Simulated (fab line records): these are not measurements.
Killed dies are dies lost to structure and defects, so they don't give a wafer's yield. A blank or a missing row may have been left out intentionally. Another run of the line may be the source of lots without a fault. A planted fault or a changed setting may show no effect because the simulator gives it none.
Split-lot trial / flow n5Finfet / on a route of 1938 steps: 7 lots, 21 wafers read

## THE SPLIT ITSELF
At N5_HKMG_FIN_COAT_41 (time 60 s, resist thk 300 nm), the setting spinRpm was moved away from the recipe's 1500 rpm on 8 of the 21 wafers read, by -7.9% to +7.9%. For the rest of the wafers, this setting stayed at what the recipe calls for.

## FROM THE SPLIT TO THE READING: what the file shows between them, 4 steps
- N5_HKMG_FIN_ETCH_54: etches SiARC in CF4, target depth 45.5 nm, time 75.8 s (also split here: sourceW)
- N5_HKMG_FIN_ETCH_55: etches SOC in N2/H2, target depth 240 nm, time 300 s
- N5_HKMG_FIN_STRIP_56: strips in N2/H2
- N5_HKMG_FIN_STRIP_57: strips in CF4

## THE READING
SOC_of_HKMG_FIN_COAT_41.thkNm (the simulator's own value, which no gauge read), in nm, at N5_HKMG_FIN_ETCH_58 (etches SOC in N2/H2, target depth 215.8 nm, time 741 s). There is no usual value for it anywhere in the file. Here, 13 wafers ran the recipe; their average is 84.0 nm with a standard deviation of 1.8 nm.

wafer=L081.3; tool, chamber at the split=lithoTrack-05, 0; spinRpm as run, rpm=1500; against the recipe=recipe; SOC_of_HKMG_FIN_COAT_41.thkNm, nm=81.6; against lot-mates on the recipe=-
wafer=L081.4; tool, chamber at the split=lithoTrack-05, 0; spinRpm as run, rpm=1500; against the recipe=recipe; SOC_of_HKMG_FIN_COAT_41.thkNm, nm=81.4; against lot-mates on the recipe=-
wafer=L081.6; tool, chamber at the split=lithoTrack-05, 0; spinRpm as run, rpm=1500; against the recipe=recipe; SOC_of_HKMG_FIN_COAT_41.thkNm, nm=83; against lot-mates on the recipe=-
wafer=L083.2; tool, chamber at the split=lithoTrack-05, 0; spinRpm as run, rpm=1619; against the recipe=+7.9%; SOC_of_HKMG_FIN_COAT_41.thkNm, nm=72.6; against lot-mates on the recipe=-12.4
wafer=L083.4; tool, chamber at the split=lithoTrack-05, 0; spinRpm as run, rpm=1500; against the recipe=recipe; SOC_of_HKMG_FIN_COAT_41.thkNm, nm=85; against lot-mates on the recipe=-
wafer=L083.6; tool, chamber at the split=lithoTrack-05, 0; spinRpm as run, rpm=1619; against the recipe=+7.9%; SOC_of_HKMG_FIN_COAT_41.thkNm, nm=73.8; against lot-mates on the recipe=-11.2
wafer=L087.2; tool, chamber at the split=lithoTrack-01, 0; spinRpm as run, rpm=1500; against the recipe=recipe; SOC_of_HKMG_FIN_COAT_41.thkNm, nm=84.4; against lot-mates on the recipe=-
wafer=L087.5; tool, chamber at the split=lithoTrack-01, 0; spinRpm as run, rpm=1605; against the recipe=+7.0%; SOC_of_HKMG_FIN_COAT_41.thkNm, nm=78.2; against lot-mates on the recipe=-6.6
wafer=L087.6; tool, chamber at the split=lithoTrack-01, 0; spinRpm as run, rpm=1500; against the recipe=recipe; SOC_of_HKMG_FIN_COAT_41.thkNm, nm=85.2; against lot-mates on the recipe=-
wafer=L088.1; tool, chamber at the split=lithoTrack-03, 0; spinRpm as run, rpm=1500; against the recipe=recipe; SOC_of_HKMG_FIN_COAT_41.thkNm, nm=88.2; against lot-mates on the recipe=-
wafer=L088.3; tool, chamber at the split=lithoTrack-03, 0; spinRpm as run, rpm=1500; against the recipe=recipe; SOC_of_HKMG_FIN_COAT_41.thkNm, nm=82.8; against lot-mates on the recipe=-
wafer=L088.5; tool, chamber at the split=lithoTrack-03, 0; spinRpm as run, rpm=1500; against the recipe=recipe; SOC_of_HKMG_FIN_COAT_41.thkNm, nm=83.2; against lot-mates on the recipe=-
wafer=L089.1; tool, chamber at the split=lithoTrack-01, 0; spinRpm as run, rpm=1500; against the recipe=recipe; SOC_of_HKMG_FIN_COAT_41.thkNm, nm=84; against lot-mates on the recipe=-
wafer=L089.2; tool, chamber at the split=lithoTrack-01, 0; spinRpm as run, rpm=1384; against the recipe=-7.7%; SOC_of_HKMG_FIN_COAT_41.thkNm, nm=96.8; against lot-mates on the recipe=+13.6
wafer=L089.5; tool, chamber at the split=lithoTrack-01, 0; spinRpm as run, rpm=1500; against the recipe=recipe; SOC_of_HKMG_FIN_COAT_41.thkNm, nm=82.4; against lot-mates on the recipe=-
wafer=L095.2; tool, chamber at the split=lithoTrack-01, 0; spinRpm as run, rpm=1381; against the recipe=-7.9%; SOC_of_HKMG_FIN_COAT_41.thkNm, nm=96.2; against lot-mates on the recipe=+10.0
wafer=L095.3; tool, chamber at the split=lithoTrack-01, 0; spinRpm as run, rpm=1381; against the recipe=-7.9%; SOC_of_HKMG_FIN_COAT_41.thkNm, nm=89.4; against lot-mates on the recipe=+3.2
wafer=L095.4; tool, chamber at the split=lithoTrack-01, 0; spinRpm as run, rpm=1500; against the recipe=recipe; SOC_of_HKMG_FIN_COAT_41.thkNm, nm=86.2; against lot-mates on the recipe=-
wafer=L097.3; tool, chamber at the split=lithoTrack-05, 0; spinRpm as run, rpm=1429; against the recipe=-4.7%; SOC_of_HKMG_FIN_COAT_41.thkNm, nm=93.6; against lot-mates on the recipe=+9.4
wafer=L097.5; tool, chamber at the split=lithoTrack-05, 0; spinRpm as run, rpm=1429; against the recipe=-4.7%; SOC_of_HKMG_FIN_COAT_41.thkNm, nm=90.6; against lot-mates on the recipe=+6.4
wafer=L097.6; tool, chamber at the split=lithoTrack-05, 0; spinRpm as run, rpm=1500; against the recipe=recipe; SOC_of_HKMG_FIN_COAT_41.thkNm, nm=84.2; against lot-mates on the recipe=-

FIT RESULTS
A straight line over all 21 wafers: SOC_of_HKMG_FIN_COAT_41.thkNm changes by -1.29 nm for each +1% of spinRpm; r = -0.93; the points scatter about the line by 2.3 nm.
The same after taking each lot's own level away (the mean of its wafers on the recipe; 21 wafers): -1.28 nm for each +1%; r = -0.93; scatter 2.4 nm.
That fit puts the effect of the largest move of spinRpm on the reading at 10 nm.
From 82.00 to 86.20 nm: that is the span of the lots' own levels, equal to 2.3 times the standard deviation above.
The two slopes agree, so the slope changes little with the lot-to-lot level.
Check: for one of the wafers moved furthest among these (-7.9%), held out of the fit, the line's prediction against its lot-mates is +10.1 nm. Against them it came out at +10 nm.

## THE OTHER SPLITS THESE WAFERS WENT THROUGH
These wafers also went through other splits before the reading. Each is held against what the fit with the lots' levels taken away leaves over:
other split on the same wafers=N5_WELL_APT_COAT_19 spinRpm; wafers away from the commonest value=8; r with SOC_of_HKMG_FIN_COAT_41.thkNm (lot level and that fit taken away)=+0.04
other split on the same wafers=N5_PMOS_HMC_CHANNEL_EPI_PEB_07 pebTempC; wafers away from the commonest value=6; r with SOC_of_HKMG_FIN_COAT_41.thkNm (lot level and that fit taken away)=-0.16
other split on the same wafers=N5_FIN_SAQP_ETCH_65 timeS; wafers away from the commonest value=9; r with SOC_of_HKMG_FIN_COAT_41.thkNm (lot level and that fit taken away)=+0.09
other split on the same wafers=N5_DUMMY_GATE_COAT_09 spinRpm; wafers away from the commonest value=3; r with SOC_of_HKMG_FIN_COAT_41.thkNm (lot level and that fit taken away)=+0.05
other split on the same wafers=N5_HKMG_FIN_ETCH_54 sourceW; wafers away from the commonest value=2; r with SOC_of_HKMG_FIN_COAT_41.thkNm (lot level and that fit taken away)=-0.16

## THE WHOLE CHAIN: every reading that the file lists as answering this split, in the file's order
step=N5_HKMG_FIN_COAT_41; what it does=time 60 s, resist thk 300 nm; reading=SOC_of_HKMG_FIN_COAT_41.thkNm (the simulator's own value, which no gauge read); change (the file's fit)=-1.53 nm for each +1% of the setting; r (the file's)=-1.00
step=N5_HKMG_FIN_ETCH_58; what it does=etches SOC in N2/H2, target depth 215.8 nm, time 741 s; reading=SOC_of_HKMG_FIN_COAT_41.thkNm (the simulator's own value, which no gauge read); change (the file's fit)=-1.3 nm for each +1% of the setting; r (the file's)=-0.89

## FILE'S OWN FIT
SOC_of_HKMG_FIN_COAT_41.thkNm changes by -1.3 nm for each +1% of spinRpm, r = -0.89.
